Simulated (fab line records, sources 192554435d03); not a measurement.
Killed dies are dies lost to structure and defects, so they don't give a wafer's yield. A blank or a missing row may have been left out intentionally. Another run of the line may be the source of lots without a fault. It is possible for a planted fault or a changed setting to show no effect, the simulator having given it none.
8D (eight disciplines) problem report, filled in by code | flow n5-finfet | the parts of the form that need people (team, actions taken, sign-off) are left out

1. THE ISSUE
A mean of 147 is read at N5_PASSIVATION_PROBE_49 for killed-at-front-end, taken on 1 wafer of 1 lot, against 39 (standard deviation 12) on wafers free of any fault. Measured from the usual mean, that is +9.0 standard deviations.
The first sign was on wafer L127.4 at day 20 22:50, on prober-02. The record holds 3 wafers of 1 lot with a number at this step. By rule, "out" or "out of limits" means more than 4 standard deviations away from the usual mean. All remaining wafers that have a number are taken as sound.

2. WHAT IT IS; WHAT IT IS NOT
question                    | is                                                                                                       | is not
which readings at this step | killed-at-front-end, defect-limited-yield, killed-dies, sort_bin_5_function, sort-n-pass, sort-yield-pct | killed_at_M0_to_M3, killed_at_M4_up, killed-at-contacts, killed-at-other, killed-open, killed-short, sort_bin_6_memory
which lots                  | L127                                                                                                     | -
which wafers of those lots  | L127.4                                                                                                   | L127.1, L127.5
read on which tools         | prober-02                                                                                                | -
when                        | from day 20 22:50                                                                                        | up to then (1 sound wafer); but 1 sound wafer of L127 came after

3. SUSPECTS, AND WHAT RULES EACH OUT
Counting: any tool at a process step up to the reading remains a suspect provided it ran every lot that is out. Sound lots after the first of them don't rule it out here, since some wafers of a struck lot are sound.
- rie-si-03 at N5_PMOS_HMC_CHANNEL_EPI_ETCH_38 (etches SiO2 in CF4, target depth 1.5 nm): kept. It ran the lot that is out, L127 (day 6 17:37).
- pvd-sputter-03 at N5_BEOL_M14_SPUTTER_43 (material TaN, target thk 15 nm, time 24.19 s): kept. It ran the lot that is out, L127 (day 20 02:54).
- prober-02 at N5_PASSIVATION_PROBE_49: kept. It ran the lot that is out, L127 (day 20 22:41). Out on those wafers are its own readings of defect-limited-yield, killed-at-front-end, killed-dies, sort_bin_5_function, sort-n-pass, sort-yield-pct.
- Within rie-si-03 at N5_PMOS_HMC_CHANNEL_EPI_ETCH_38: the wafers that are out ran in chamber 1; their sound lot-mates ran in chambers 2, 3.
The count leaves rie-si-03 at N5_PMOS_HMC_CHANNEL_EPI_ETCH_38, pvd-sputter-03 at N5_BEOL_M14_SPUTTER_43, and prober-02 at N5_PASSIVATION_PROBE_49.

4. THE CAUSE (what the simulator had put in)
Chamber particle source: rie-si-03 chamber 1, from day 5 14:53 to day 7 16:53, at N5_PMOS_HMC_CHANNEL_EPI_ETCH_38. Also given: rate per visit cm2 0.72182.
3 suspects survive the count, and this tool is in that group.

5. THE CHAIN OF EFFECTS, in route order
One row per reading whose mean, taken over the struck wafers that have a number, lies over 3 standard deviations from the usual. Only readings whose record carries a usual standard deviation are examined. hours: median over the lots of the time between each lot's start at the first step of this table that gives one and its start at this step. sigmas: the change, counted in usual standard deviations.
hours | step                    | reading              | usual  | on struck wafers | change | sigmas
0     | N5_PASSIVATION_PROBE_49 | defect-limited-yield | 91.2 % | 81.4             | -9.8   | -7.5
0     | N5_PASSIVATION_PROBE_49 | killed-at-front-end  | 39     | 147              | +108   | +9.0
0     | N5_PASSIVATION_PROBE_49 | killed-dies          | 104    | 220              | +116   | +7.7
0     | N5_PASSIVATION_PROBE_49 | sort_bin_5_function  | 5.2 %  | 12.4             | +7.2   | +8.3
0     | N5_PASSIVATION_PROBE_49 | sort-n-pass          | 1076   | 960              | -116   | -7.7
0     | N5_PASSIVATION_PROBE_49 | sort-yield-pct       | 91.2 % | 81.4             | -9.8   | -7.5
The process steps in it:
- N5_PASSIVATION_PROBE_49

6. HOW IT WOULD HAVE BEEN CAUGHT EARLIER
The fault began at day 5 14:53; the first out-of-limits reading in this record came at day 20 22:50, 368 hours later.
An alarm limit of 4 standard deviations would not have fired on the tool readings at N5_PMOS_HMC_CHANNEL_EPI_ETCH_38 for which the record gives a usual standard deviation, since none of them was out on any struck wafer.
All the lots that are out (1) had begun N5_PMOS_HMC_CHANNEL_EPI_ETCH_38 on rie-si-03 by day 20 22:50. Tool hold at that time: it would have spared none of them.
